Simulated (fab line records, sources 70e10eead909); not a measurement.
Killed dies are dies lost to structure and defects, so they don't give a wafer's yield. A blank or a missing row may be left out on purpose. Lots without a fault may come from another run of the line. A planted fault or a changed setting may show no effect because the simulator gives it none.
fab line records | flow nand_harc | part 2 of 2: steps 5 to 6 of 6
record lots=23 wafers=69 last_day=34
route steps=1302 shown P_BONDPAD@385 A_START@389 A_ZERO_WELL@405 A_CHANNEL_HOLE_D1@465
lots that met no fault: from a run of the same line without faults
start_h: hours from the record's first day to the start of the lot's first wafer shown | wait_h: hours since the lot's step before | " the same as in the row above | L1.1+2: a row that stands for several wafers | - no value, or no start given | * or withheld: withheld | < > ~ a bound
route shown NAME@n: a module of which the file shows steps, and the number in the route of the first | usual: mean/standard deviation of fault-free wafers | same: alike in all rows | chamber/n: place in a boat | sites: the reading at each site | _std_site: their standard deviation | _edge_site: outer sites' mean less inner sites' | radius_mm: how far each site lies from the wafer's centre | mask NAME#n: copy n | behind: the tool/chamber that last shaped the wafer | hold: why the lot was held/for how many hours/how that ended | device: the transistor (n, p or np) that didn't switch | end of line: the same wafers' tests at the end of the route | a step without rows: its recipe alone | killed: dies lost to structure and defects at the first sort, not the wafer's yield | map: a wafer's dies, x killed, . not, _ none there
set.NAME: the setting as run; set.NAME@STEP: as run at that earlier step | model.NAME: the simulator's own value behind a step, which no gauge read
steps of the route over a sample of lots; a table a step, a row a wafer
services: from which hour (start_h, from the record's first day; less than 0 if before it) a tool's chamber was out of use, for how many hours, and why
## steps
# step NHARC_A_CHANNEL_HOLE_D1_DESCUM_15
# recipe time_s=3 o2_flow_sccm=200 ar_flow_sccm=0 bias_power_w=0 chemistry=O2
# usual chamber_pressure_mTorr=60.00/0.052 drypump_motor_current_A=5.7/0.31 oes_product_au=1.001/0.011 rf_vpp_V=57.9/0.84 showerhead_plenum_p_Torr=1.93/0.045 throttle_valve_pct=11.312/0.0098
# columns lot.wafer tool chamber start_h wait_h chamber_pressure_mTorr drypump_motor_current_A oes_product_au rf_hours_counter_h rf_vpp_V showerhead_plenum_p_Torr throttle_valve_pct
L076.2 rie_diel-10 1 190.65 0.1 60.05 5.6 1.010 9 56.5 1.96 11.326
L076.1 " 2 " " 59.99 5.6 0.984 9 58.2 1.93 11.306
L076.5 " 3 " " 60.10 6.1 0.999 - 57.9 1.98 11.306
L075.2 rie_diel-10 3 190.78 0.1 59.89 6.2 1.005 8 57.3 1.98 11.304
L075.3 " 1 " " 59.91 5.6 1.022 9 58.1 1.96 11.322
L075.5 " 3 " " 60.05 6.2 1.006 - 57.9 1.98 11.309
L074.3 rie_diel-11 1 192.65 0.1 60.01 5.1 1.016 33 57.4 1.92 11.316
L074.4 " 2 " " 60.01 5.4 1.010 28 55.6 1.99 11.328
L074.5 " 3 " " 59.95 5.2 1.004 - 58.0 2.05 11.313
L077.4 rie_diel-10 1 206.75 0.1 59.95 5.6 1.011 10 58.1 1.96 11.317
L077.2 " 2 " " 60.00 5.6 0.985 10 57.9 1.93 11.300
L077.6 " 1 " " 60.06 5.6 1.010 - 58.6 1.96 11.310
L078.2 rie_diel-10 0 216.15 0.1 59.91 5.6 1.021 11 57.9 1.86 11.307
L078.4 " 1 " " 60.12 5.7 1.018 11 57.5 1.96 11.322
L078.1 " 2 " " 60.03 5.6 0.991 11 59.5 1.93 11.298
L079.2 rie_diel-10 1 236.08 0.1 59.95 5.6 1.007 13 58.2 1.96 11.297
L079.6 " 1 " " 60.02 5.6 1.008 - 57.4 1.96 11.295
L079.5 " 2 " " 60.03 5.6 0.988 - 58.2 1.93 11.320
L080.1 rie_diel-10 1 237.61 0.1 60.02 5.6 1.010 14 57.1 1.96 11.312
L080.2 " 3 " " 59.93 6.1 1.013 11 56.2 1.98 11.317
L080.4 " 1 " " 60.04 5.6 1.003 - 58.6 1.96 11.309
L081.2 rie_diel-10 2 263.37 0.1 60.00 5.6 0.994 0 58.7 1.93 11.324
L081.4 " 3 " " 60.09 6.2 0.994 0 57.5 1.98 11.325
L081.1 " 1 " " 59.98 5.6 0.995 0 57.7 1.95 11.305
L082.1 rie_diel-10 0 265.27 0.1 59.98 5.6 1.005 1 57.9 1.86 11.316
L082.6 " 0 " " 59.93 5.5 1.008 - 58.5 1.86 11.308
L082.5 " 2 " " 60.02 5.6 0.996 - 57.7 1.93 11.312
L083.3 rie_diel-08 3 270.16 0.1 60.09 5.8 1.012 20 56.2 1.90 11.321
L083.4 " 0 " " 59.92 5.4 0.996 24 57.3 1.96 11.289
L083.1 " 2 " " 59.94 5.6 1.002 21 58.6 1.89 11.310
L084.1 rie_diel-10 2 270.33 0.1 60.01 5.6 0.999 1 57.7 1.93 11.310
L084.3 " 0 " " 59.86 5.6 1.012 2 56.4 1.86 11.299
L084.5 " 0 " " 60.04 5.6 1.017 - 58.1 1.86 11.309
L085.3 rie_diel-10 2 286.05 0.1 59.96 5.6 1.001 3 57.8 1.93 11.307
L085.4 " 0 " " 59.93 5.6 1.017 3 56.6 1.86 11.321
L085.5 " 2 " " 60.06 5.6 0.994 - 57.9 1.93 11.310
L086.1 rie_diel-10 0 296.97 0.1 60.03 5.5 1.004 4 58.4 1.86 11.296
L086.5 " 2 " " 59.99 5.6 0.991 - 58.1 1.93 11.302
L086.6 " 3 " " 59.98 6.1 1.000 - 56.7 1.98 11.309
L088.4 rie_diel-10 1 322.33 0.1 60.04 5.6 1.002 6 58.7 1.95 11.312
L088.1 " 2 " " 59.96 5.6 0.991 6 59.1 1.93 11.314
L088.6 " 0 " " 59.99 5.6 1.010 - 57.6 1.86 11.318
L089.2 rie_diel-11 0 323.25 0.1 60.02 6.6 1.009 19 58.1 1.94 11.313
L089.3 " 1 " " 59.94 5.1 1.007 20 57.7 1.90 11.321
L089.6 " 0 " " 59.94 6.6 1.000 - 58.6 1.94 11.325
L087.4 rie_diel-08 0 324.08 0.1 59.99 5.4 0.995 45 58.7 1.95 11.321
L087.1 " 2 " " 60.08 5.6 1.003 41 57.8 1.88 11.319
L087.6 " 3 " " 60.08 5.8 0.991 - 57.7 1.89 11.304
L090.3 rie_diel-08 3 339.03 0.1 59.94 5.9 0.993 44 58.5 1.89 11.331
L090.1 " 0 " " 59.99 5.3 0.973 48 58.8 1.95 11.312
L090.6 " 3 " " 59.98 5.9 0.997 - 56.7 1.89 11.289
L092.4 rie_diel-10 2 356.14 0.1 59.92 5.6 0.988 8 56.3 1.93 11.317
L092.3 " 0 " " 60.08 5.5 1.013 7 58.2 1.86 11.299
L092.6 " 2 " " 59.93 5.6 0.977 - 57.8 1.93 11.317
L093.4 rie_diel-10 1 364.14 0.1 60.03 5.6 1.004 9 59.4 1.95 11.336
L093.2 " 3 " " 59.97 6.2 1.009 6 58.5 1.98 11.311
L093.5 " 1 " " 60.06 5.6 1.012 - 57.1 1.95 11.305
L094.3 rie_diel-10 2 374.06 0.1 60.00 5.6 0.986 10 57.7 1.93 11.304
L094.1 " 3 " " 60.04 6.2 0.991 7 57.5 1.98 11.295
L094.4 " 1 " " 59.87 5.6 0.992 11 58.7 1.95 11.307
L095.3 rie_diel-10 0 393.12 0.1 60.02 5.6 1.004 11 58.0 1.86 11.323
L095.4 " 1 " " 59.97 5.6 0.992 12 58.0 1.95 11.312
L095.6 " 0 " " 59.94 5.5 1.004 - 56.3 1.86 11.311
L096.3 rie_diel-10 2 397.48 0.1 59.99 5.6 0.986 12 58.4 1.93 11.319
L096.1 " 3 " " 60.00 6.2 1.002 9 57.6 1.98 11.310
L096.6 " 1 " " 59.98 5.6 1.004 - 58.1 1.95 11.303
L097.2 rie_diel-08 3 405.69 0.1 59.97 5.8 1.009 7 57.0 1.89 11.295
L097.1 " 2 " " 60.04 5.6 1.001 6 57.6 1.88 11.322
L097.5 " 1 " " 59.97 5.6 0.996 - 57.4 1.98 11.300
# step NHARC_A_CHANNEL_HOLE_D1_ETCH_19
# recipe bias_v=1200 source_w=2500 pressure_mtorr=15 time_s=34.5 ar_flow_sccm=375 c4f8_flow_sccm=28.8 o2_flow_sccm=96.2 temp_c=-20 target_depth_a=* chemistry=C4F8/O2/Ar
# usual chamber_pressure_mTorr=14.998/0.014 drypump_motor_current_A=5.6/0.48 he_backside_leak_sccm=6.2/0.82 showerhead_plenum_p_Torr=3.58/0.13 throttle_valve_pct=37.037/0.0079
# columns lot.wafer tool chamber start_h wait_h chamber_pressure_mTorr drypump_motor_current_A he_backside_leak_sccm rf_hours_counter_h showerhead_plenum_p_Torr throttle_valve_pct
L076.1 har_etch-02 0 191.96 0.1 15.004 5.7 5.8 299 3.55 37.029
L076.2 " 1 " " 14.968 5.5 6.4 299 3.57 37.044
L076.5 " 0 " " 14.981 5.7 5.9 - 3.55 37.026
L075.2 har_etch-01 0 192.41 0.1 14.998 6.3 5.6 91 3.62 37.035
L075.3 " 1 " " 14.981 4.9 6.3 - 3.55 37.049
L075.5 " 1 " " 15.011 4.9 6.2 - 3.55 37.035
L074.3 har_etch-02 0 196.18 2.4 14.978 5.7 5.5 - 3.55 37.036
L074.4 " 1 " " 15.001 5.6 6.0 - 3.57 37.031
L074.5 " 0 " " 14.985 5.7 5.6 - 3.55 37.041
L077.2 har_etch-02 0 209.89 2.0 14.987 5.7 5.8 315 3.54 37.032
L077.4 " 0 " " 15.010 5.7 5.9 - 3.54 37.041
L077.6 " 0 " " 14.991 5.7 6.0 - 3.54 37.030
L078.1 har_etch-01 0 217.34 0.1 14.990 6.3 5.5 106 3.61 37.035
L078.2 " 1 " " 15.014 4.9 6.5 106 3.54 37.044
L078.4 " 1 " " 15.006 4.9 6.5 - 3.54 37.039
L079.2 har_etch-02 0 237.28 0.1 14.994 5.8 6.1 326 3.54 37.048
L079.5 " 1 " " 15.008 5.5 6.2 - 3.55 37.034
L079.6 " 0 " " 14.992 5.7 5.5 - 3.54 37.033
L080.2 har_etch-01 0 239.00 0.1 15.010 6.3 5.9 117 3.60 37.039
L080.1 " 1 " " 14.981 4.9 6.3 117 3.53 37.025
L080.4 " 0 " " 14.994 6.4 5.7 - 3.60 37.033
L081.1 har_etch-02 0 264.56 0.1 15.009 5.7 6.0 341 3.53 37.040
L081.2 " 1 " " 14.991 5.6 5.9 341 3.55 37.029
L081.4 " 1 " " 14.997 5.6 6.2 - 3.54 37.043
L082.1 har_etch-01 1 266.67 0.1 14.998 4.9 6.6 132 3.52 37.050
L082.5 " 0 " " 14.974 6.3 5.8 - 3.60 37.037
L082.6 " 1 " " 15.010 4.9 6.5 - 3.52 37.025
L083.1 har_etch-02 1 271.38 0.1 15.016 5.5 6.5 345 3.54 37.033
L083.4 " 0 " " 15.016 5.7 6.4 - 3.53 37.037
L083.3 " 1 " " 15.026 5.5 6.2 - 3.54 37.034
L084.1 har_etch-01 0 271.83 0.1 14.983 6.3 5.9 136 3.59 37.033
L084.3 " 1 " " 14.985 4.9 6.3 - 3.52 37.021
L084.5 " 1 " " 15.001 5.0 6.3 - 3.52 37.044
L085.4 har_etch-01 1 287.28 0.1 14.993 4.9 12.3 - 3.51 37.048
L085.3 " 0 " " 15.007 6.3 6.1 - 3.59 37.035
L085.5 " 1 " " 15.001 4.9 6.8 - 3.51 37.043
L086.1 har_etch-02 0 298.13 0.1 14.974 5.7 6.5 353 3.52 37.035
L086.6 " 0 " " 15.009 5.7 6.3 - 3.52 37.039
L086.5 " 1 " " 15.004 5.6 5.8 - 3.53 37.024
L088.1 har_etch-02 1 325.75 2.3 14.970 5.5 6.3 376 3.53 37.036
L088.4 " 0 " " 15.042 5.7 6.6 - 3.51 37.036
L088.6 " 0 " " 15.004 5.7 5.8 - 3.51 37.034
L089.2 har_etch-01 1 326.31 1.9 14.993 4.9 6.9 170 3.50 37.047
L089.3 " 0 " " 14.989 6.3 6.1 - 3.58 37.040
L089.6 " 0 " " 15.002 6.3 5.9 - 3.58 37.042
L087.1 har_etch-02 0 329.89 4.7 14.998 5.7 6.3 373 3.51 37.038
L087.4 " 0 " " 14.971 5.7 6.3 - 3.51 37.038
L087.6 " 0 " " 14.992 5.7 6.1 - 3.51 37.038
L090.1 har_etch-02 0 341.05 0.9 14.995 5.7 6.1 380 3.51 37.048
L090.3 " 1 " " 15.024 5.5 6.1 - 3.52 37.029
L090.6 " 0 " " 14.974 5.7 6.5 - 3.51 37.048
L092.3 har_etch-02 0 357.36 0.1 14.997 5.7 6.7 - 3.50 37.039
L092.4 " 1 " " 14.991 5.5 6.4 - 3.52 37.035
L092.6 " 0 " " 15.001 5.7 6.7 - 3.50 37.041
L093.2 har_etch-01 0 365.33 0.1 14.998 6.4 6.2 193 3.56 37.036
L093.4 " 1 " " 14.987 5.0 7.1 - 3.49 37.025
L093.5 " 0 " " 14.995 6.3 6.3 - 3.56 37.032
L094.1 har_etch-01 1 375.25 0.1 14.993 5.0 6.8 197 3.49 37.036
L094.4 " 0 " " 14.997 6.4 6.3 - 3.56 37.042
L094.3 " 1 " " 15.007 5.0 6.8 - 3.49 37.042
L095.3 har_etch-01 1 401.98 7.7 15.018 4.9 6.9 - 3.47 37.028
L095.4 " 0 " " 15.018 6.3 6.2 - 3.55 37.031
L095.6 " 1 " " 15.009 4.9 7.1 - 3.48 37.035
L096.1 har_etch-02 1 405.82 7.2 14.988 5.6 4.8 11 3.98 37.018
L096.3 " 1 " " 15.020 5.6 4.8 - 3.98 37.044
L096.6 " 1 " " 15.002 5.5 5.0 - 3.98 37.031
L097.2 har_etch-02 0 409.97 2.7 14.994 5.7 5.6 15 3.98 37.022
L097.1 " 1 " " 15.015 5.6 4.9 15 3.98 37.047
L097.5 " 0 " " 14.985 5.7 5.2 - 3.98 37.033
## services
# columns tool chamber start_h hours kind
rie_diel-05 1 129.49 2.8 repair
rie_diel-10 3 154.49 8.0 repair
rie_diel-13 - 165.00 9.0 pm
rie_diel-05 0 180.73 5.1 repair
rie_diel-02 0 182.37 3.2 repair
rie_diel-02 1 197.21 3.1 repair
rie_diel-05 - 229.60 9.0 pm
rie_diel-13 3 233.29 6.7 repair
rie_diel-10 0 237.59 4.2 repair
rie_si-06 - 249.00 9.0 pm
rie_diel-05 - 266.28 0.5 repair
rie_diel-05 - 281.97 0.5 repair
rie_diel-10 0 305.62 16.1 repair
rie_diel-05 2 306.19 7.9 repair
rie_si-01 3 319.87 5.3 repair
rie_diel-13 3 334.00 19.6 repair
rie_si-01 - 341.57 0.3 repair
rie_diel-13 - 342.00 9.0 pm
rie_diel-13 3 354.44 5.2 repair
rie_si-01 - 370.06 9.0 pm
rie_si-06 - 373.74 1.4 repair
har_etch-02 - 377.47 17.0 pm
rie_si-01 1 389.11 3.8 repair
rie_diel-05 - 406.60 9.0 pm
